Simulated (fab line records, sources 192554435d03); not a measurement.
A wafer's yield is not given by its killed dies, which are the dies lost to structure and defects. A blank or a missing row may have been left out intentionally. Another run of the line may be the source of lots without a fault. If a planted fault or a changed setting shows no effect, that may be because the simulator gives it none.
fab line records	flow n5-finfet
record lots=8	wafers=24	last-day=18
route steps=1938 shown FIN_SAQP@113 BEOL_M4@1111 PASSIVATION@1936
lots with no fault: from the same line, run without faults
start-h: hours from the record's first day to the start of the lot's first wafer shown	wait-h: hours since the lot's step before	" identical to the entry in the row above	L1.1+2: several wafers, shown together as one row	- no value present, or no start provided	* or withheld: withheld	< > ~ a bound
route shown NAME@n: names a module that has steps shown in the file, with the first one's number in the route	usual: mean/standard deviation of fault-free wafers	same: alike in all rows	chamber/n: place in a boat	sites: per-site readings	_std_site: how widely they spread, as a standard deviation	_edge_site: inner sites' mean taken away from outer sites' mean	radius-mm: for every site, how far away it sits from the centre of the wafer	mask NAME#n: copy n	behind: the last tool/chamber to shape the wafer	hold: why the lot went on hold/how many hours it stayed there/how the hold came to an end	device: whichever transistor did not switch (one of n, p or np)	end of line: tests run on the same wafers once the route is complete	step lacking rows: just its recipe	killed: dies that structure and defects cost at the first sort, which is not the same as the wafer's yield	map: shows each die of a wafer: x if killed, . if not, _ if none is there
set.NAME: the setting that was run; set.NAME@STEP: the one run at that earlier step	model.NAME: the simulator's own value behind a step, which no gauge read
the route's steps for a sample of lots (tables are steps, rows are wafers)
services: from which hour (start-h, from the record's first day; less than 0 if before it) a tool's chamber was out of use, for how many hours, and why
## steps
# step N5_FIN_SAQP_INSPECT_18
# recipe mode=adi	inspect-instrument=brightfield
# usual raw-defect-count=440/130
lot.wafer	tool	chamber	start-h	wait-h	raw-defect-count
L319.1	defect-inspect-02	-	39.63	0.0	398
L319.4	"	-	"	"	441
L319.6	"	-	"	"	466
L323.1	defect-inspect-02	-	65.15	0.0	338
L323.2	"	-	"	"	320
L323.5	"	-	"	"	320
L324.3	defect-inspect-02	-	71.58	0.0	423
L324.4	"	-	"	"	447
L324.6	"	-	"	"	385
L327.1	defect-inspect-02	-	88.90	0.0	334
L327.2	"	-	"	"	295
L327.5	"	-	"	"	236
L330.2	defect-inspect-02	-	107.12	0.0	497
L330.4	"	-	"	"	387
L330.5	"	-	"	"	439
L335.1	defect-inspect-01	-	136.34	0.0	408
L335.4	"	-	"	"	253
L335.6	"	-	"	"	427
L337.3	defect-inspect-02	-	148.04	0.0	358
L337.5	"	-	"	"	406
L337.6	"	-	"	"	355
L339.1	defect-inspect-02	-	161.47	0.0	534
L339.5	"	-	"	"	440
L339.6	"	-	"	"	503
# step N5_FIN_SAQP_ETCH_51
# recipe chemistry=CF4	target=SiARC	target-depth-a=455	mask-material=CAR-ArF	time-s=75.8	ion-energy-ev=80	pressure-mtorr=40	source-w=545	bias-w=36	Ar_flow_sccm=100	cf4-flow-sccm=100	ends=cleared
# usual drypump-motor-current-A=5.7/0.4	etch-rf-on-time-s=75.2/2	mfc-ar-sccm=99.98/0.3	oes-product-au=0.65/0.074	rf-vpp-V=183.6/1.3	showerhead-plenum-p-Torr=2.11/0.065	throttle-valve-pct=15.56/0.26
lot.wafer	tool	chamber	start-h	wait-h	drypump-motor-current-A	etch-rf-on-time-s	mfc-ar-sccm	oes-product-au	rf-hours-counter-h	rf-vpp-V	showerhead-plenum-p-Torr	throttle-valve-pct
L319.1	rie-diel-04	0	39.70	0.0	5.6	76.2	99.63	0.62	186	180.7	2.05	15.48
L319.4	"	1	"	"	5.2	76.7	99.71	0.65	135	183.8	2.07	15.28
L319.6	"	0	"	"	5.5	76.3	99.11	0.62	-	181.8	2.05	15.50
L323.1	rie-diel-04	0	65.22	0.0	5.6	75.3	99.68	0.60	197	184.4	2.05	15.51
L323.2	"	2	"	"	5.8	75.8	100.01	0.65	140	185.1	2.22	15.66
L323.5	"	0	"	"	5.6	76.0	99.77	0.61	-	183.4	2.05	15.52
L324.3	rie-diel-05	3	71.66	0.0	5.6	76.4	100.13	0.58	233	184.7	2.13	15.87
L324.4	"	0	"	"	5.7	75.0	99.99	0.61	201	182.9	2.04	15.78
L324.6	"	1	"	"	6.0	73.1	99.51	0.82	-	184.3	2.11	15.16
L327.1	rie-diel-05	0	89.10	0.0	5.7	74.7	100.62	0.61	207	182.6	2.04	15.80
L327.2	"	1	"	"	6.1	72.7	100.24	0.81	9	182.1	2.11	15.19
L327.5	"	2	"	"	5.1	77.6	100.35	0.61	-	185.0	2.24	15.58
L330.2	rie-diel-04	0	107.25	0.0	5.6	76.2	99.87	0.60	214	181.4	2.04	15.56
L330.4	"	3	"	"	5.3	74.7	99.88	0.82	7	183.8	2.10	15.08
L330.5	"	3	"	"	5.3	73.9	100.01	0.81	-	183.9	2.10	15.08
L335.1	rie-diel-05	0	136.41	0.0	5.7	75.9	99.77	0.60	225	183.0	2.04	15.87
L335.4	"	2	"	"	5.1	78.4	99.66	0.61	-	185.1	2.24	15.61
L335.6	"	1	"	"	6.1	74.1	100.29	0.76	-	183.0	2.10	15.21
L337.3	rie-diel-05	0	148.10	0.0	5.7	74.8	100.18	0.60	230	183.0	2.03	15.83
L337.5	"	1	"	"	6.0	73.7	99.89	0.75	-	184.2	2.10	15.23
L337.6	"	2	"	"	5.1	77.3	100.05	0.62	-	184.9	2.24	15.61
L339.1	rie-diel-05	2	161.54	0.0	5.1	77.5	100.18	0.61	201	183.4	2.23	15.61
L339.5	"	0	"	"	5.7	75.6	100.20	0.58	-	182.7	2.03	15.85
L339.6	"	2	"	"	5.1	77.3	99.73	0.61	-	186.2	2.23	15.61
# step N5_FIN_SAQP_SPACER1_ALD_24
# recipe material=SiO2	target-thk-a=203	temp-c=300	ald-precursor-family=BDEAS	ald-co-reactant=O2-plasma	pulse-time-s=1	purge-time-s=2	co-reactant-purge-time-s=2	ald-cycles=218	pressure-torr=2
# usual ald-cycles=218/0	heater-power-w=473/47	precursor-pulse-height-rel=1.002/0.02
lot.wafer	tool	chamber	start-h	wait-h	ald-cycles	heater-power-w	precursor-pulse-height-rel
L319.1	ald-sin-01	2	41.27	0.8	218	559	0.975
L319.4	"	0	"	"	218	420	1.003
L319.6	"	1	"	"	218	419	0.981
L323.1	ald-sin-02	1	66.28	0.3	218	466	0.980
L323.2	"	2	"	"	218	490	0.999
L323.5	"	2	"	"	218	482	1.008
L324.3	ald-sin-02	2	72.72	0.1	218	484	1.001
L324.4	"	1	"	"	218	473	0.990
L324.6	"	1	"	"	218	467	1.009
L327.1	ald-sin-02	1	90.94	0.9	218	464	0.966
L327.2	"	3	"	"	169	476	0.951
L327.5	"	2	"	"	169	482	0.987
L330.2	ald-sin-02	0	108.40	0.3	169	399	1.018
L330.4	"	3	"	"	218	489	0.994
L330.5	"	3	"	"	169	483	0.996
L335.1	ald-sin-01	3	137.47	0.3	218	418	0.970
L335.4	"	0	"	"	218	418	0.994
L335.6	"	0	"	"	218	415	1.002
L337.3	ald-sin-04	2	149.72	0.6	218	485	1.020
L337.5	"	2	"	"	218	483	1.050
L337.6	"	3	"	"	218	464	0.968
L339.1	ald-sin-01	2	162.82	0.3	218	527	0.971
L339.5	"	1	"	"	218	410	1.004
L339.6	"	0	"	"	218	418	1.005
# step N5_FIN_SAQP_CD_MEAS_27
# recipe target-cd-nm=20	landing-energy-ev=1000	detector=se-inlens	polarity=line
# usual cd-nm=20.38/0.25
lot.wafer	tool	chamber	start-h	wait-h	cd-nm
L319.1	cd-sem-01	0	42.19	0.1	19.80
L319.4	"	0	"	"	20.21
L319.6	"	0	"	"	20.40
L323.1	cd-sem-01	0	67.35	0.1	20.69
L323.2	"	0	"	"	20.30
L323.5	"	0	"	"	20.46
L324.3	cd-sem-02	0	73.69	0.1	20.21
L324.4	"	0	"	"	20.38
L324.6	"	0	"	"	20.34
L327.1	cd-sem-02	0	91.85	0.1	20.46
L327.2	"	0	"	"	15.65
L327.5	"	0	"	"	15.63
L330.2	cd-sem-02	0	109.32	0.1	16.04
L330.4	"	0	"	"	20.71
L330.5	"	0	"	"	15.84
L335.1	cd-sem-01	0	138.38	0.1	20.37
L335.4	"	0	"	"	20.50
L335.6	"	0	"	"	20.25
L337.3	cd-sem-03	0	150.75	0.1	20.40
L337.5	"	0	"	"	20.28
L337.6	"	0	"	"	20.68
L339.1	cd-sem-03	0	163.73	0.1	20.09
L339.5	"	0	"	"	20.57
L339.6	"	0	"	"	20.88
# step N5_FIN_SAQP_ETCH_57
# recipe chemistry=CH3F/O2	target=SiNx	mask-material=SiO2	target-depth-a=325	time-s=46.4	pressure-mtorr=30	source-w=395	bias-w=73	Ar_flow_sccm=150	CH3F_flow_sccm=30	O2_flow_sccm=20	ion-energy-ev=120	ends=cleared
# usual CH3F_flow_sccm=30.01/0.091	drypump-motor-current-A=5.7/0.42	etch-rf-on-time-s=46.3/1.3	mfc-ar-sccm=150.0/0.44	oes-product-au=0.65/0.08	rf-vpp-V=294/5.9	showerhead-plenum-p-Torr=1.97/0.063	throttle-valve-pct=16.32/0.26
lot.wafer	tool	chamber	start-h	wait-h	CH3F_flow_sccm	drypump-motor-current-A	etch-rf-on-time-s	mfc-ar-sccm	oes-product-au	rf-hours-counter-h	rf-vpp-V	showerhead-plenum-p-Torr	throttle-valve-pct
L319.1	rie-diel-06	2	42.41	0.2	30.03	5.4	45.2	149.7	0.64	147	306	1.90	16.27
L319.4	"	3	"	"	29.96	6.5	43.5	149.9	0.87	2	282	1.94	15.96
L319.6	"	3	"	"	30.03	6.5	44.1	150.3	0.87	-	284	1.94	15.95
L323.1	rie-diel-05	3	67.48	0.1	29.90	5.6	46.9	150.1	0.58	231	285	1.99	16.63
L323.2	"	2	"	"	30.09	5.1	46.6	149.8	0.63	171	294	2.10	16.25
L323.5	"	3	"	"	29.91	5.6	46.6	149.9	0.59	-	288	1.99	16.65
L324.3	rie-diel-04	2	73.74	0.0	29.90	5.8	45.6	149.7	0.64	145	291	2.07	16.38
L324.4	"	0	"	"	29.93	5.6	47.1	150.0	0.60	-	291	1.92	16.30
L324.6	"	1	"	"	30.17	5.2	47.0	150.7	0.64	-	291	1.91	15.93
L327.1	rie-diel-05	0	91.90	0.0	29.91	5.7	47.0	150.3	0.60	208	303	1.91	16.60
L327.2	"	3	"	"	29.96	5.6	46.9	150.7	0.58	240	287	1.99	16.66
L327.5	"	3	"	"	29.92	5.6	48.7	150.3	0.57	-	286	1.99	16.66
L330.2	rie-diel-04	0	109.63	0.3	29.99	5.6	47.5	149.9	0.60	216	291	1.91	16.34
L330.4	"	1	"	"	30.04	5.2	49.2	150.5	0.62	164	293	1.91	15.96
L330.5	"	1	"	"	29.93	5.2	48.2	149.5	0.62	-	293	1.91	15.96
L335.1	rie-diel-05	2	138.43	0.0	30.02	5.1	45.9	150.2	0.61	191	295	2.09	16.28
L335.4	"	2	"	"	30.00	5.1	47.6	149.5	0.61	-	295	2.09	16.29
L335.6	"	0	"	"	30.06	5.7	46.0	149.4	0.60	-	303	1.91	16.62
L337.3	rie-diel-05	2	151.01	0.3	29.91	5.1	46.8	150.4	0.61	197	294	2.09	16.30
L337.5	"	2	"	"	30.07	5.1	48.2	149.5	0.61	-	293	2.09	16.30
L337.6	"	0	"	"	30.00	5.7	46.1	149.7	0.58	-	302	1.90	16.62
L339.1	rie-diel-05	2	163.78	0.0	30.00	5.1	48.5	149.9	0.60	202	295	2.08	16.31
L339.5	"	2	"	"	30.09	5.1	49.3	150.3	0.60	-	294	2.08	16.32
L339.6	"	1	"	"	30.10	6.1	46.1	150.0	0.75	-	294	1.97	16.07
# step N5_BEOL_M4_RC_MEAS_101
# usual DIBL_N=36.0/2.5	DIBL_P=36.7/3	IOFF_N=0.16/0.043	IOFF_P=0.21/0.049	ION_N=673/15	ION_P=461/9.8	SS_N=71.5/0.83	SS_P=73.4/0.83	VT_N=250/4	VT_P=-251/4
lot.wafer	tool	chamber	start-h	wait-h	DIBL_N[mV/V]	DIBL_P[mV/V]	IOFF_N[nA/um]	IOFF_P[nA/um]	ION_N[uA/um]	ION_P[uA/um]	SS_N[mV/dec]	SS_P[mV/dec]	VT_N[mV]	VT_P[mV]
L319.1	prober-02	0	185.75	0.0	40.0	40.1	0.22	0.28	691	467	72.0	73.9	243	-243
L319.4	"	0	"	"	35.5	35.4	0.14	0.20	664	455	71.4	73.4	251	-251
L319.6	"	0	"	"	40.0	41.3	0.24	0.32	700	482	72.0	73.7	242	-243
L323.1	prober-02	0	212.67	0.0	30.3	32.5	0.10	0.14	645	441	71.2	71.8	256	-257
L323.2	"	0	"	"	31.6	34.5	0.12	0.16	651	453	70.9	72.6	252	-254
L323.5	"	0	"	"	36.3	39.7	0.23	0.26	681	464	73.6	73.7	244	-246
L324.3	prober-01	0	216.36	0.3	38.4	38.0	0.19	0.23	673	462	72.0	74.1	252	-251
L324.4	"	0	"	"	35.0	35.9	0.13	0.19	665	456	71.3	73.1	254	-253
L324.6	"	0	"	"	36.9	38.2	0.16	0.23	664	460	72.0	74.3	252	-250
L327.1	prober-02	0	242.03	0.0	39.5	40.3	0.23	0.28	685	460	72.8	74.4	245	-247
L330.4	prober-01	0	243.81	0.5	34.5	32.9	0.13	0.18	668	462	70.4	72.5	251	-251
L335.1	prober-02	0	288.27	0.0	33.7	35.3	0.12	0.17	674	458	71.4	72.8	255	-256
L335.4	"	0	"	"	35.5	37.1	0.15	0.19	679	461	71.3	73.7	250	-253
L335.6	"	0	"	"	37.5	38.7	0.17	0.20	666	445	72.2	74.1	253	-252
L337.3	prober-01	0	305.45	0.3	36.2	37.5	0.17	0.23	690	470	71.2	73.6	246	-248
L337.5	"	0	"	"	35.2	35.9	0.15	0.21	686	475	71.5	72.8	250	-248
L337.6	"	0	"	"	38.7	40.4	0.22	0.29	685	466	72.0	74.1	244	-246
L339.1	prober-01	0	325.33	0.0	35.6	36.6	0.14	0.17	672	454	71.1	72.9	252	-256
L339.5	"	0	"	"	37.2	38.3	0.17	0.19	683	463	71.8	73.6	251	-254
L339.6	"	0	"	"	35.3	36.1	0.13	0.16	650	445	70.9	73.2	254	-258
# step N5_PASSIVATION_PROBE_49
# usual defect-limited-yield=91.1/1.5	killed_at_M0_to_M3=37/11	killed_at_M4_up=13/5.6	killed-at-contacts=12/5.6	killed-at-front-end=39/11	killed-at-other=4/3.1	killed-dies=105/18	killed-on-rim=14/3.8	killed-open=69/13	killed-short=35/7.4	sort_bin_5_function=5.1/0.92	sort_bin_6_memory=3.4/0.76	sort_bin_8_speed=0.02/0.11	sort-n-pass=1075/18	sort-yield-pct=91.1/1.5
# same gross-dies=1180	killed-at-back-side=0	sort_bin_4_leakage[%]=0
lot.wafer	tool	chamber	start-h	wait-h	defect-limited-yield[%]	killed_at_M0_to_M3	killed_at_M4_up	killed-at-contacts	killed-at-front-end	killed-at-other	killed-dies	killed-on-rim	killed-open	killed-short	sort_bin_5_function[%]	sort_bin_6_memory[%]	sort_bin_8_speed[%]	sort-n-pass	sort-yield-pct[%]
L327.1	prober-02	-	349.16	0.0	92.0	34	13	20	26	1	94	12	66	28	5.0	2.7	0	1086	92.0
L327.2	prober-02	-	349.21	0.1	0.2	40	7	30	1099	2	1178	152	71	41	95.7	3.6	0	2	0.2
L327.5	prober-02	-	349.36	0.2	0.1	46	11	17	1095	10	1179	152	75	40	95.5	3.9	0	1	0.1
L330.2	prober-01	-	381.27	0.1	0	38	11	13	1114	4	1180	152	62	27	96.9	3.0	0	0	0
L330.4	prober-01	-	381.37	0.2	88.6	58	16	18	35	7	134	17	87	45	6.8	4.3	0	1046	88.6
L330.5	prober-01	-	381.42	0.2	0.2	25	9	10	1122	12	1178	152	60	33	96.9	2.4	0	2	0.2
L337.3	prober-01	-	413.73	0.1	91.9	36	7	3	44	6	96	10	70	24	4.3	3.6	0	1084	91.9
L337.5	prober-01	-	413.83	0.2	91.7	46	7	10	24	11	98	10	60	35	5.0	3.1	0	1082	91.7
L337.6	prober-01	-	413.88	0.3	91.8	29	17	7	37	7	97	15	65	29	5.4	2.7	0	1083	91.8
# killed by level:class
L327.1 MOL_CONTACT_COAG:geometric-particle:open=17 BEOL_M4:geometric-particle:open=10 BEOL_M3:geometric-particle:open=8 BEOL_M0_SAQP:geometric-particle:short=7 BEOL_M0_SAQP:geometric-particle:open=5 BEOL_M1:geometric-particle:short=5 FIN_SAQP:geometric-particle:open=4 GATE_CUT:geometric-particle:short=4
L327.2 FIN_SAQP:area-ald=1066 MOL_CONTACT_COAG:geometric-particle:open=24 BEOL_M0_SAQP:geometric-particle:short=13 BEOL_M3:geometric-particle:open=10 BEOL_M0_SAQP:geometric-particle:open=8 FIN_SAQP:geometric-particle:open=7 DUMMY_GATE:geometric-particle:open=6 MOL_CONTACT_COAG:geometric-particle:short=6
L327.5 FIN_SAQP:area-ald=1064 BEOL_M0_SAQP:geometric-particle:open=17 MOL_CONTACT_COAG:geometric-particle:open=14 BEOL_M3:geometric-particle:open=8 BEOL_M0_SAQP:geometric-particle:short=7 FIN_SAQP:geometric-particle:open=5 GATE_CUT:geometric-particle:short=5 BEOL_M2:geometric-particle:short=5
L330.2 FIN_SAQP:area-ald=1091 BEOL_M0_SAQP:geometric-particle:open=12 MOL_CONTACT_COAG:geometric-particle:open=8 BEOL_M3:geometric-particle:open=8 STI_FIN_REVEAL:geometric-particle:open=5 MOL_CONTACT_COAG:geometric-particle:short=5 BEOL_M3:geometric-particle:short=5 BEOL_M0_SAQP:geometric-particle:short=4
L330.4 BEOL_M0_SAQP:geometric-particle:open=20 BEOL_M0_SAQP:geometric-particle:short=18 MOL_CONTACT_COAG:geometric-particle:open=15 FIN_SAQP:geometric-particle:short=10 BEOL_M4:geometric-particle:open=8 BEOL_M3:geometric-particle:open=7 FIN_SAQP:geometric-particle:open=6 BEOL_M2:geometric-particle:open=6
L330.5 FIN_SAQP:area-ald=1085 BEOL_M0_SAQP:geometric-particle:open=10 MOL_CONTACT_COAG:geometric-particle:open=7 BEOL_M3:geometric-particle:open=7 FIN_SAQP:geometric-particle:short=6 DUMMY_GATE:geometric-particle:open=6 BEOL_M5:geometric-particle:open=6 FIN_SAQP:geometric-particle:open=5
L337.3 STI_FIN_REVEAL:geometric-particle:open=13 BEOL_M0_SAQP:geometric-particle:open=11 FIN_SAQP:geometric-particle:short=7 DUMMY_GATE:geometric-particle:open=7 BEOL_M3:geometric-particle:open=7 BEOL_M0_SAQP:geometric-particle:short=6 BEOL_M1:geometric-particle:open=5 STARTING-WAFER:geometric-particle:open=5
L337.5 BEOL_M0_SAQP:geometric-particle:open=15 BEOL_M0_SAQP:geometric-particle:short=9 BEOL_M1:geometric-particle:open=8 MOL_CONTACT_COAG:geometric-particle:open=7 GATE_CUT:geometric-particle:short=5 PAD_METAL:geometric-particle:short=5 BEOL_M4:geometric-particle:open=4 FIN_SAQP:geometric-particle:short=3
L337.6 STI_FIN_REVEAL:geometric-particle:open=16 BEOL_M4:geometric-particle:open=11 BEOL_M0_SAQP:geometric-particle:short=8 FIN_SAQP:geometric-particle:open=6 MOL_CONTACT_COAG:geometric-particle:open=5 BEOL_M0_SAQP:geometric-particle:open=5 BEOL_M2:geometric-particle:open=5 MIM_TOP_ETCH:geometric-particle:open=5
## services
tool	chamber	start-h	hours	kind
ald-sin-02	-	19.39	6.0	pm
rie-diel-04	-	29.97	0.6	repair
rie-diel-05	1	31.04	-	clean
rie-diel-05	1	31.04	-	consumable-replace:focus-ring
rie-diel-05	1	31.04	33.0	scheduled-down
rie-diel-05	1	31.04	33.0	vent-cycle
rie-diel-05	3	46.35	2.7	repair
rie-diel-04	3	53.98	-	clean
rie-diel-04	3	53.98	-	consumable-replace:focus-ring
rie-diel-04	3	53.98	30.0	scheduled-down
rie-diel-04	3	53.98	30.0	vent-cycle
rie-diel-06	-	59.51	0.8	repair
rie-diel-05	2	59.86	3.2	repair
rie-diel-05	-	63.26	0.9	repair
ald-sin-01	-	85.25	14.0	pm
ald-sin-01	0	85.25	14.0	vent-cycle
rie-diel-05	2	90.55	4.2	repair
rie-diel-06	0	107.86	29.5	repair
rie-diel-05	2	112.56	7.4	repair
rie-diel-04	2	130.36	10.1	repair
rie-diel-05	3	134.08	65.0	repair
ald-sin-01	-	145.61	14.6	pm
ald-sin-02	2	161.86	7.6	repair
ald-sin-01	0	163.64	3.5	repair
## key
first-sign step=N5_FIN_SAQP_SPACER1_ALD_24	reading=ald-cycles	direction=down	sigmas=99+	usual=*	struck=*
effect step=N5_FIN_SAQP_CD_MEAS_27	reading=cd-nm	direction=down	sigmas=19	usual=20.38	struck=15.79
effect step=N5_PASSIVATION_PROBE_49	reading=sort_bin_5_function	direction=up	sigmas=99+	usual=5.1	struck=96.2
more-kills-born-at N5_FIN_SAQP_SPACER1_ALD_24@ald-sin-02=4306
met-at N5_FIN_SAQP_SPACER1_ALD_24
struck-lots L327,L330
struck-wafers L327.2,L327.5,L330.2,L330.5
later-rows-left-out L327.2,L327.5,L330.2,L330.5
not-acting-at N5_FIN_SAQP_INSPECT_18,N5_FIN_SAQP_ETCH_51,N5_FIN_SAQP_ETCH_57
onset-between 72.72 90.94
fault kind=process-parameter-drift	tool=ald-sin-02	chamber=-	onset-h=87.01	steps=N5_FIN_SAQP_SPACER1_ALD_24	channel=ald-cycles	offset=*	shape=step	end-h=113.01	scope=struck-wafers-only	acts-in=*	stated=*
# later-rows-left-out: the simulator's readings of these wafers behind a module that went badly wrong aren't trusted and aren't shown, but for the sort
